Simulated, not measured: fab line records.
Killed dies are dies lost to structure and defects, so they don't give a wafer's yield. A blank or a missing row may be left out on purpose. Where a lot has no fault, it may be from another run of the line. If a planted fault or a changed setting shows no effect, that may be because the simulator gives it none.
Split-lot study	flow n5-finfet	21 wafers read across 7 lots, on a route 1938 steps long

== THE SPLIT ITSELF ==
At N5_PMOS_HMC_CHANNEL_EPI_ETCH_32 (etches BARC in N2/H2, stops on SiO2, target depth 85.8 nm, time 50.3 s), the setting bias-w was moved away from the recipe's 150 W on 5 of the 21 wafers read, by -12.5% to +9.7%. All remaining wafers had this setting at the recipe value.

The split's own step is where the reading is taken.

== THE READING ==
rf-vpp-V, in V, at N5_PMOS_HMC_CHANNEL_EPI_ETCH_32 (etches BARC in N2/H2, stops on SiO2, target depth 85.8 nm, time 50.3 s). Fault-free wafers of this fab line usually give 524.2 V, standard deviation 2.2 V.

wafer	tool, chamber at the split	bias-w as run, W	against the recipe	rf-vpp-V, V	against lot-mates on the recipe
L074.2	rie-diel-03, 2	150	recipe	523.3	-
L074.4	rie-diel-03, 3	131.3	-12.5%	483.8	-39.4
L074.6	rie-diel-03, 2	150	recipe	523.2	-
L075.1	rie-diel-03, 2	150	recipe	524.9	-
L075.4	rie-diel-03, 1	164.6	+9.7%	554.7	+29.8
L075.5	rie-diel-03, 0	150	recipe	525.0	-
L078.1	rie-diel-01, 2	150	recipe	526.0	-
L078.3	rie-diel-01, 1	150	recipe	523.5	-
L078.6	rie-diel-01, 0	150	recipe	525.9	-
L089.1	rie-diel-01, 0	150	recipe	527.8	-
L089.3	rie-diel-01, 2	150	recipe	525.6	-
L089.4	rie-diel-01, 3	150	recipe	522.1	-
L090.4	rie-diel-01, 1	150	recipe	523.6	-
L090.5	rie-diel-01, 3	150	recipe	523.6	-
L090.6	rie-diel-01, 2	150	recipe	525.4	-
L091.2	rie-diel-02, 3	142.7	-4.9%	504.3	-17.5
L091.3	rie-diel-02, 1	142.7	-4.9%	503.9	-17.9
L091.4	rie-diel-02, 3	150	recipe	521.8	-
L096.1	rie-diel-03, 0	150	recipe	524.8	-
L096.3	rie-diel-03, 2	150	recipe	522.9	-
L096.5	rie-diel-03, 0	133.8	-10.8%	487.3	-36.5

FIT RESULTS
A straight line over all 21 wafers: rf-vpp-V changes by +3.35 V for each +1% of bias-w; r = +0.99; the points scatter about the line by 2 V.
The same after taking each lot's own level away (the mean of its wafers on the recipe; 21 wafers): +3.24 V for each +1%; r = +1.00; scatter 1.4 V.
Per that fit: largest bias-w move, reading shift of 40 V.
Across the lots, their own levels run from 521.80 to 525.17 V, a range of 1.5 times the standard deviation given above.
The two slopes agree, so the slope changes little with the lot-to-lot level.
Check: for one of the wafers moved furthest among these (-12.5%), held out of the fit, the line's prediction against its lot-mates is -41.4 V. Against them it came out at -39.4 V.
Tool readings at the split's step, against how far the setting was moved: rf-vpp-V r = +0.99.

== OTHER SPLITS ON THESE WAFERS ==
Before the reading, these wafers also passed through other splits. Each is held against what the fit with the lots' levels taken away leaves over:
other split on the same wafers	wafers away from the commonest value	r with rf-vpp-V (lot level and that fit taken away)
N5_ZERO_LAYER_COAT_05 spin-rpm	10	-0.03
N5_ZERO_LAYER_DEVELOP_10 develop-time-s	6	+0.30
N5_PMOS_HMC_CHANNEL_EPI_PEB_07 peb-temp-c	9	-0.16

== FILE'S OWN FIT ==
rf-vpp-V changes by +3.23 V for each +1% of bias-w, r = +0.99.
